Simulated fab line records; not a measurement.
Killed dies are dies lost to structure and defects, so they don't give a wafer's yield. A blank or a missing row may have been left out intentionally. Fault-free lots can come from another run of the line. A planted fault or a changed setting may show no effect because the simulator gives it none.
Matching of chambers -- flow n5_finfet -- N5_BEOL_M4_ETCHBACK_99 on rie_diel-06 has 4 sister chambers
The step etches SiO2 in CHF3, target depth 5 nm, time 10.4 s. 8 wafers are shown with their chamber, then 7 later ones without.

WAFERS, EACH WITH ITS CHAMBER
wafer,chamber,showerhead_plenum_p_Torr (Torr),oes_product_au (a.u.)
L074.3,1,2.14,0.71
L077.4,1,2.13,0.71
L082.6,3,2.24,0.78
L085.2,0,2.23,0.75
L085.5,2,2.02,0.69
L085.6,3,2.24,0.77
L086.1,2,2.02,0.69
L086.2,0,2.23,0.74

WAFERS WITH NO CHAMBER GIVEN
wafer,showerhead_plenum_p_Torr (Torr),oes_product_au (a.u.)
L086.5,2.23,0.74
L091.4,2.02,0.68
L091.5,2.13,0.92
L091.6,2.02,0.68
L093.1,2.24,0.76
L093.3,2.22,0.73
L093.4,2.02,0.68

THE CHAMBER EACH PASSED THROUGH
wafer,from the rows above,in truth
L086.5,0,0
L091.4,2,2
L091.5,can't be placed: 1 or 3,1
L091.6,2,2
L093.1,can't be placed: 3 or 0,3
L093.3,0,0
L093.4,2,2
Correct placement for 5 of the 7. These rows do not allow placing 2 (true chamber among the candidates in 2). Wrongly placed: 0.
How it was worked out, from the rows above alone: a wafer's distance from a chamber is the root of the sum, over the readings, of the square of ((its reading less the chamber's mean) divided by the reading's scatter). The wafer belongs to the nearest chamber; if the next one is less than 2 further off, it can't be placed. The mean given for a chamber averages the wafers shown for that chamber. The scatter: take each reading less its chamber's mean, square it, sum over the shown wafers, divide by the number of wafers less the number of chambers, and take the root.
